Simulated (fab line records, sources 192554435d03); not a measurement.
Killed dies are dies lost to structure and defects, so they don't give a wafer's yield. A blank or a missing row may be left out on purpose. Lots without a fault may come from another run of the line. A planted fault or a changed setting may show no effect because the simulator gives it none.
Split-lot experiment | flow n5_finfet | 7 lots, 21 wafers read, on a route of 1938 steps

THE SPLIT
At N5_SD_EPI_P_COAT_34 (time 60 s, resist thk 350 nm), the setting spin_rpm was moved away from the recipe's 1500 rpm on 9 of the 21 wafers read, by -9.7% to +8.6%. The other wafers ran this setting at the recipe's value.

The reading is taken at the split's own step.

THE READING
SOC_of_SD_EPI_P_COAT_34.thk_nm (the simulator's own value, which no gauge read), in nm, at N5_SD_EPI_P_COAT_34 (time 60 s, resist thk 350 nm). The file gives no usual value for it. The 12 wafers here that ran the recipe average 350.4 nm, standard deviation 1 nm.

wafer  | tool, chamber at the split | spin_rpm as run, rpm | against the recipe | SOC_of_SD_EPI_P_COAT_34.thk_nm, nm | against lot-mates on the recipe
L075.1 | litho_track-02, 0          | 1500                 | recipe             | 349.8                              | -
L075.3 | litho_track-02, 0          | 1565                 | +4.3%              | 342.6                              | -7.7
L075.6 | litho_track-02, 0          | 1500                 | recipe             | 350.8                              | -
L076.2 | litho_track-03, 0          | 1429                 | -4.7%              | 359.4                              | +10.4
L076.3 | litho_track-03, 0          | 1429                 | -4.7%              | 358.6                              | +9.6
L076.6 | litho_track-03, 0          | 1500                 | recipe             | 349                                | -
L079.2 | litho_track-03, 0          | 1500                 | recipe             | 351.2                              | -
L079.3 | litho_track-03, 0          | 1500                 | recipe             | 350.2                              | -
L079.4 | litho_track-03, 0          | 1500                 | recipe             | 351.8                              | -
L083.1 | litho_track-05, 0          | 1544                 | +2.9%              | 345.4                              | -5.4
L083.3 | litho_track-05, 0          | 1544                 | +2.9%              | 346                                | -4.8
L083.5 | litho_track-05, 0          | 1500                 | recipe             | 350.8                              | -
L091.3 | litho_track-02, 0          | 1629                 | +8.6%              | 336.2                              | -13.6
L091.4 | litho_track-02, 0          | 1500                 | recipe             | 349.8                              | -
L091.5 | litho_track-02, 0          | 1629                 | +8.6%              | 335.8                              | -14.0
L092.4 | litho_track-03, 0          | 1500                 | recipe             | 350.2                              | -
L092.6 | litho_track-03, 0          | 1500                 | recipe             | 350.2                              | -
L092.5 | litho_track-03, 0          | 1500                 | recipe             | 348.6                              | -
L094.2 | litho_track-05, 0          | 1354                 | -9.7%              | 370.6                              | +18.4
L094.3 | litho_track-05, 0          | 1354                 | -9.7%              | 369.8                              | +17.6
L094.4 | litho_track-05, 0          | 1500                 | recipe             | 352.2                              | -

THE FIT
A straight line over all 21 wafers: SOC_of_SD_EPI_P_COAT_34.thk_nm changes by -1.85 nm for each +1% of spin_rpm; r = -0.99; the points scatter about the line by 1.1 nm.
The same after taking each lot's own level away (the mean of its wafers on the recipe; 21 wafers): -1.78 nm for each +1%; r = -1.00; scatter 0.79 nm.
On that fit, the largest move of spin_rpm shifts the reading by 17 nm.
The lots' own levels span 349.00 to 352.20 nm, that is 3.2 times the standard deviation above.
So the lot-to-lot level changes the slope little: the two slopes agree.
Check: with one of the wafers moved furthest among these (-9.7%) left out of the fit, the line predicts +17.5 nm for it against its lot-mates. It came out at +18.4 nm against them.

OTHER SPLITS ON THESE WAFERS
These wafers also went through other splits before the reading. Each is held against what the fit with the lots' levels taken away leaves over:
other split on the same wafers | wafers away from the commonest value | r with SOC_of_SD_EPI_P_COAT_34.thk_nm (lot level and that fit taken away)
N5_DUMMY_GATE_ETCH_32 time_s   | 8                                    | +0.18

THE FILE'S OWN FIT
SOC_of_SD_EPI_P_COAT_34.thk_nm changes by -1.78 nm for each +1% of spin_rpm, r = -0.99.
